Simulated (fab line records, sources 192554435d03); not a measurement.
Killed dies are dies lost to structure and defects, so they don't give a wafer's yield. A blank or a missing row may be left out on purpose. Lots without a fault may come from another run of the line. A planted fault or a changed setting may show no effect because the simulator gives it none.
Chamber matching | flow n5_finfet | N5_HKMG_FIN_ALD_71 on ald_metal-02: 4 sister chambers
The step deposits TiN, target thk 1 nm, pulse time 1 s, purge time 3 s. 8 wafers are shown with their chamber, then 8 later ones without.

WAFERS WITH THEIR CHAMBER
wafer  | chamber | heater_power_w (W) | precursor_pulse_height_rel
L081.3 | 1       | 782                | 1.000
L088.1 | 1       | 780                | 0.997
L088.3 | 0       | 1034               | 0.958
L088.6 | 3       | 882                | 0.994
L090.2 | 0       | 1041               | 1.010
L090.4 | 2       | 775                | 0.990
L090.6 | 2       | 779                | 1.012
L091.2 | 3       | 889                | 1.007

WAFERS WITHOUT THEIR CHAMBER
wafer  | heater_power_w (W) | precursor_pulse_height_rel
L091.4 | 1051               | 1.006
L091.5 | 999                | 1.004
L093.2 | 881                | 1.030
L093.4 | 1028               | 1.011
L093.5 | 785                | 1.019
L097.2 | 788                | 1.028
L097.3 | 904                | 0.975
L097.5 | 804                | 1.003

WHICH CHAMBER EACH WENT THROUGH
wafer  | from the rows above     | in truth
L091.4 | 0                       | 0
L091.5 | 0                       | 0
L093.2 | 3                       | 3
L093.4 | 0                       | 0
L093.5 | can't be placed: 1 or 2 | 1
L097.2 | can't be placed: 1 or 2 | 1
L097.3 | 3                       | 3
L097.5 | can't be placed: 1 or 2 | 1
Placed correctly: 5 of 8. Can't be placed from these rows: 3 (the true chamber is among the candidates in 3). Placed wrongly: 0.
How it was worked out, from the rows above alone: a wafer's distance from a chamber is the root of the sum, over the readings, of the square of ((its reading less the chamber's mean) divided by the reading's scatter). The wafer belongs to the nearest chamber; if the next one is less than 2 further off, it can't be placed. A chamber's mean is the mean of its shown wafers. The scatter: the root of (the sum of the squares of (reading less its chamber's mean) over the shown wafers, divided by (wafers less chambers)).
